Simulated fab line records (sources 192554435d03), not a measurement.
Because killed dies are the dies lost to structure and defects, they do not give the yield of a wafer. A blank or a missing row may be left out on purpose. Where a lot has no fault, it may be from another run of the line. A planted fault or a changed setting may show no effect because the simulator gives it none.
fab line records	flow n5Finfet	part 2 of 2: steps 16 to 22 of 22
record: lots: 5	wafers: 15	lastDay: 18
route steps=1938 shown FIN_SAQP@120
lots untouched by any fault: they come from a run of this same line in which no faults occurred
startH: start of the lot's first displayed wafer, in hours after the record's first day	waitH: hours from the lot's prior step to this one	" unchanged from the row above	L1.1+2: a row that stands for several wafers	- value missing, or start not given	* or withheld: withheld	< > ~ a bound
route shown NAME@n: names a module that has steps shown in the file, with the first one's number in the route	usual: the fault-free wafers' mean and standard deviation	same: alike in all rows	chamber/n: place in a boat	sites: per-site readings	_std_site: standard deviation of those values	_edge_site: outer sites' mean less inner sites'	radiusMm: how far each site lies from the wafer's centre	mask NAME#n: copy n	behind: the tool/chamber that last shaped the wafer	hold: the reason the lot was held/the length of the hold in hours/how it ended	device: the transistor (n, p or np) that didn't switch	end of line: tests of these same wafers at the route's end	a step given without rows: its recipe and nothing more	killed: at the first sort, the dies lost to defects and structure; wafer yield is something else	map: a wafer's dies, marking killed ones x, the rest . and places with no die _
set.NAME: setting as actually run; set.NAME@STEP: the setting as run at that earlier step	model.NAME: the simulator's own value behind a step, which no gauge read
certain route steps with their lots: each step a table, each wafer a row
services: when a tool's chamber went out of use (startH, in hours from the record's first day, below 0 if earlier), for how many hours, and the reason
== steps ==
step: N5_FIN_SAQP_ETCH_67
recipe: chemistry: CH3F/O2	target: SiNx	targetDepthA: 300	maskMaterial: SOC	pressureMtorr: 30	sourceW: 395	biasW: 73	Ar_flow_sccm: 150	CH3F_flow_sccm: 30	O2_flow_sccm: 20	ionEnergyEv: 120
usual: biasW: 72.97/0.22	drypumpMotorCurrentA: 5.8/0.46	oes_f_703_au: 0.78/0.1	oesProductAu: 0.77/0.091	rfVppV: 295/7.2	showerheadPlenumPTorr: 1.96/0.058	throttleValvePct: 16.34/0.26
lot.wafer	tool	chamber	startH	waitH	biasW	drypumpMotorCurrentA	oes_f_703_au	oesProductAu	rfHoursCounterH	rfVppV	showerheadPlenumPTorr	throttleValvePct
L075.1	rieDiel-04	1	31.68	0.0	72.84	5.2	0.76	0.75	132	292	1.92	15.91
L075.3	"	2	"	"	72.73	5.8	0.78	0.77	127	292	2.08	16.38
L075.5	"	1	"	"	72.88	5.2	0.76	0.76	-	292	1.92	15.92
L081.3	rieDiel-05	2	68.26	0.0	72.85	5.1	0.74	0.72	172	295	2.10	16.27
L081.4	"	0	"	"	73.06	5.7	0.71	0.72	200	304	1.91	16.60
L081.6	"	2	"	"	73.06	5.1	0.74	0.73	-	296	2.10	16.28
L090.1	rieDiel-06	1	121.40	0.0	73.12	6.0	0.73	0.73	214	300	1.96	16.64
L090.2	"	2	"	"	73.22	5.4	0.72	0.73	175	307	1.89	16.36
L090.5	"	3	"	"	72.57	6.5	0.98	0.91	-	283	1.93	16.04
L091.2	rieDiel-06	3	126.95	0.0	73.05	6.5	0.96	0.90	35	281	1.93	16.03
L091.3	"	2	"	"	72.71	5.5	0.71	0.72	178	306	1.89	16.35
L091.4	"	3	"	"	72.82	6.5	0.96	0.91	-	282	1.93	16.03
L097.2	rieDiel-04	3	164.51	0.0	72.82	5.3	0.93	0.90	27	294	1.97	15.96
L097.3	"	0	"	"	73.04	5.6	0.70	0.69	234	292	1.91	16.38
L097.4	"	2	"	"	73.22	5.8	0.75	0.73	173	291	2.07	16.45
step: N5_FIN_SAQP_STRIP_70
recipe: chemistry: N2/H2	powerW: 500	tempC: 40	pressureMtorr: 50	rfFrequencyHz: 6e+07	overashFraction: 0.3	biasPowerW: 28	h2Frac: 0.5	n2FlowSccm: 300	h2FlowSccm: 300
usual: biasPowerW: 28.00/0.084	drypumpMotorCurrentA: 5.8/0.46	oesProductAu: 0.76/0.087	powerW: 499.9/1.6	rfVppV: 121.6/0.92	showerheadPlenumPTorr: 3.30/0.091	throttleValvePct: 19.0/0.46
lot.wafer	tool	chamber	startH	waitH	biasPowerW	drypumpMotorCurrentA	oesProductAu	powerW	rfHoursCounterH	rfVppV	showerheadPlenumPTorr	throttleValvePct
L075.1	rieDiel-04	1	31.72	0.0	28.00	5.2	0.74	499.2	132	120.8	3.24	18.3
L075.3	"	2	"	"	27.99	5.8	0.76	497.8	127	122.3	3.52	19.1
L075.5	"	1	"	"	27.96	5.2	0.75	499.9	-	120.0	3.24	18.3
L081.3	rieDiel-05	2	68.30	0.0	27.86	5.1	0.74	501.6	172	123.0	3.50	18.7
L081.4	"	0	"	"	28.02	5.7	0.71	501.1	200	121.6	3.17	18.7
L081.6	"	2	"	"	27.93	5.1	0.75	503.4	-	121.1	3.50	18.7
L090.1	rieDiel-06	1	121.44	0.0	28.08	6.0	0.72	499.8	214	122.3	3.32	19.1
L090.2	"	2	"	"	28.04	5.4	0.71	500.4	175	119.9	3.24	19.6
L090.5	"	3	"	"	27.87	6.5	0.89	498.5	-	121.9	3.29	18.8
L091.2	rieDiel-06	3	126.99	0.0	27.97	6.4	0.89	499.4	35	120.9	3.29	18.8
L091.3	"	2	"	"	28.08	5.5	0.71	502.8	178	121.6	3.24	19.6
L091.4	"	3	"	"	28.10	6.4	0.89	500.7	-	122.2	3.29	18.8
L097.2	rieDiel-04	3	164.55	0.0	28.06	5.4	0.89	499.6	27	120.4	3.28	18.3
L097.3	"	0	"	"	28.02	5.6	0.69	498.4	234	119.9	3.19	19.5
L097.4	"	2	"	"	27.97	5.8	0.72	501.2	173	122.7	3.50	19.2
step: N5_FIN_SAQP_RECESS_71
recipe: chemistry: HF/NH3	target: SiO2	targetDepthA: 30	afsCycles: 1	tempC: 30	sublimationTempC: 180	sublimationTimeS: 60
usual: drypumpMotorCurrentA: 5.8/0.44
lot.wafer	tool	chamber	startH	waitH	drypumpMotorCurrentA
L075.1	vaporEtch-01	1	31.78	0.0	6.1
L075.3	"	1	"	"	6.2
L075.5	"	0	"	"	5.4
L081.3	vaporEtch-02	1	68.40	0.1	6.4
L081.4	"	0	"	"	5.4
L081.6	"	1	"	"	6.4
L090.1	vaporEtch-02	0	121.50	0.0	5.4
L090.2	"	1	"	"	6.5
L090.5	"	0	"	"	5.4
L091.2	vaporEtch-02	1	127.05	0.0	6.5
L091.3	"	0	"	"	5.4
L091.4	"	1	"	"	6.4
L097.2	vaporEtch-01	1	164.61	0.0	6.1
L097.3	"	0	"	"	5.4
L097.4	"	1	"	"	6.2
step: N5_FIN_SAQP_SPACER2_ALD_28
recipe: material: SiO2	targetThkA: 81	tempC: 300	aldPrecursorFamily: BDEAS	aldCoReactant: O2-plasma	pulseTimeS: 1	purgeTimeS: 2	coReactantPurgeTimeS: 2	pressureTorr: 2
usual: heaterPowerW: 476/48	precursorPulseHeightRel: 1.002/0.021
lot.wafer	tool	chamber	startH	waitH	heaterPowerW	precursorPulseHeightRel
L075.1	aldSin-04	1	31.92	0.1	567	0.998
L075.3	"	3	"	"	482	1.004
L075.5	"	1	"	"	550	1.030
L081.3	aldSin-04	1	68.50	0.1	556	0.980
L081.4	"	3	"	"	471	1.009
L081.6	"	1	"	"	547	1.042
L090.1	aldSin-02	2	121.65	0.1	489	1.027
L090.2	"	0	"	"	403	1.013
L090.5	"	1	"	"	466	1.009
L091.2	aldSin-01	2	127.28	0.2	538	0.997
L091.3	"	0	"	"	416	1.001
L091.4	"	3	"	"	416	1.007
L097.2	aldSin-01	3	164.76	0.1	415	1.037
L097.3	"	1	"	"	406	1.003
L097.4	"	3	"	"	407	0.992
step: N5_FIN_SAQP_SPACER2_ETCHBACK_29
recipe: chemistry: CHF3/O2	mode: anisotropicEtchback	target: SiO2	targetDepthA: 122	timeS: 6.1	pressureMtorr: 30	sourceW: 650	biasW: 170	Ar_flow_sccm: 200	CHF3_flow_sccm: 50	O2_flow_sccm: 5	ionEnergyEv: 200
usual: biasW: 170.0/0.49	drypumpMotorCurrentA: 5.8/0.47	oes_f_703_au: 0.77/0.093	oesProductAu: 0.76/0.087	rfVppV: 519/12	showerheadPlenumPTorr: 2.37/0.072	throttleValvePct: 18.89/0.25
lot.wafer	tool	chamber	startH	waitH	biasW	drypumpMotorCurrentA	oes_f_703_au	oesProductAu	rfHoursCounterH	rfVppV	showerheadPlenumPTorr	throttleValvePct
L075.1	rieDiel-06	2	32.25	0.2	170.2	5.4	0.76	0.75	143	541	2.29	18.78
L075.3	"	0	"	"	169.2	6.6	0.75	0.72	200	516	2.40	19.20
L075.5	"	2	"	"	169.8	5.4	0.75	0.75	-	541	2.29	18.79
L081.3	rieDiel-06	3	68.83	0.2	170.7	6.4	1.01	0.97	12	499	2.33	18.53
L081.4	"	2	"	"	170.2	5.4	0.75	0.75	156	542	2.28	18.80
L081.6	"	2	"	"	170.8	5.4	0.74	0.75	-	542	2.28	18.83
L090.1	rieDiel-05	2	121.97	0.2	171.0	5.1	0.73	0.72	186	520	2.52	18.85
L090.2	"	3	"	"	170.0	5.6	0.67	0.66	251	505	2.39	19.26
L090.5	"	1	"	"	169.4	6.1	0.91	0.92	-	519	2.38	18.61
L091.2	rieDiel-04	2	127.69	0.3	170.9	5.8	0.76	0.73	163	512	2.49	18.97
L091.3	"	0	"	"	170.4	5.6	0.71	0.69	222	512	2.30	18.83
L091.4	"	1	"	"	169.9	5.3	0.74	0.72	170	514	2.30	18.48
L097.2	rieDiel-04	3	165.14	0.2	169.0	5.4	0.90	0.90	27	518	2.38	18.57
L097.3	"	0	"	"	170.2	5.6	0.70	0.68	235	514	2.30	18.87
L097.4	"	1	"	"	170.3	5.2	0.73	0.72	182	515	2.29	18.50
step: N5_FIN_SAQP_MANDREL2_REMOVE_60
recipe: chemistry: HBr/Cl2/O2	btTimeS: 10	target: a-Si	stopOn: SiNx	endpoint: OES-SiCl	overEtchFrac: 1	icpW: 600	biasW: 22	HBr_flow_sccm: 150	Cl2_flow_sccm: 80	O2_flow_sccm: 5	pressureMtorr: 10
usual: biasW: 22.01/0.064	drypumpMotorCurrentA: 5.7/0.45	oesProductAu: 0.993/0.01	throttleValvePct: 36.5/0.47
lot.wafer	tool	chamber	startH	waitH	biasW	drypumpMotorCurrentA	oesProductAu	rfHoursCounterH	throttleValvePct
L075.1	rieSi-06	1	32.34	0.1	22.01	5.8	1.006	95	36.2
L075.3	"	2	"	"	22.09	5.5	0.997	54	37.1
L075.5	"	0	"	"	22.01	4.8	0.989	-	36.2
L081.3	rieSi-06	0	68.92	0.1	22.00	4.8	0.994	25	36.2
L081.4	"	1	"	"	21.95	5.8	1.003	96	36.2
L081.6	"	3	"	"	22.04	6.0	1.006	-	36.8
L090.1	rieSi-01	3	122.06	0.1	22.04	5.3	0.986	61	36.8
L090.2	"	1	"	"	22.06	6.3	0.990	2	36.1
L090.5	"	0	"	"	21.91	6.0	0.984	-	36.7
L091.2	rieSi-04	0	127.78	0.1	21.97	5.6	0.995	125	37.0
L091.3	"	2	"	"	21.95	6.5	1.006	10	35.6
L091.4	"	3	"	"	21.98	5.6	0.994	3	37.1
L097.2	rieSi-04	3	165.23	0.1	22.16	5.6	0.993	4	37.1
L097.3	"	1	"	"	22.10	5.5	0.995	109	36.7
L097.4	"	2	"	"	22.10	6.4	1.004	11	35.6
step: N5_FIN_SAQP_CD_MEAS_31
recipe: targetCdNm: 8	landingEnergyEv: 1000	detector: seInlens	polarity: line
usual: cdNm: 8.07/0.23
lot.wafer	tool	chamber	startH	waitH	cdNm
L075.1	cdSem-03	0	32.45	0.1	7.49
L075.3	"	0	"	"	7.66
L075.5	"	0	"	"	8.39
L081.3	cdSem-01	0	69.03	0.1	8.05
L081.4	"	0	"	"	8.20
L081.6	"	0	"	"	8.15
L090.1	cdSem-02	0	122.17	0.1	8.41
L090.2	"	0	"	"	7.62
L090.5	"	0	"	"	8.56
L091.2	cdSem-01	0	127.89	0.1	7.63
L091.3	"	0	"	"	8.26
L091.4	"	0	"	"	7.81
L097.2	cdSem-02	0	165.34	0.1	7.97
L097.3	"	0	"	"	8.12
L097.4	"	0	"	"	7.89
== services ==
tool	chamber	startH	hours	kind
rieSi-06	2	6.75	6.4	repair
rieDiel-06	3	7.58	5.4	repair
rieDiel-05	-	11.67	0.7	repair
rieDiel-04	3	15.43	4.5	repair
aldSin-02	-	19.39	6.0	pm
rieDiel-04	-	29.97	0.6	repair
rieDiel-05	3	46.35	2.7	repair
rieDiel-04	3	53.98	-	clean
rieSi-01	1	56.45	16.6	repair
rieDiel-06	-	59.51	0.8	repair
rieDiel-05	2	59.86	3.2	repair
rieDiel-05	-	63.26	0.9	repair
aldSin-01	-	85.25	14.0	pm
rieSi-04	-	86.87	0.8	repair
rieDiel-05	2	90.55	4.2	repair
rieDiel-06	0	107.86	29.5	repair
rieDiel-05	2	112.56	7.4	repair
rieDiel-04	2	130.36	10.1	repair
rieDiel-05	3	134.08	65.0	repair
aldSin-01	-	145.61	14.6	pm
vaporEtch-01	1	151.77	1.4	repair
rieSi-06	-	153.09	4.3	pm
aldSin-02	2	161.86	7.6	repair
aldSin-01	0	163.64	3.5	repair
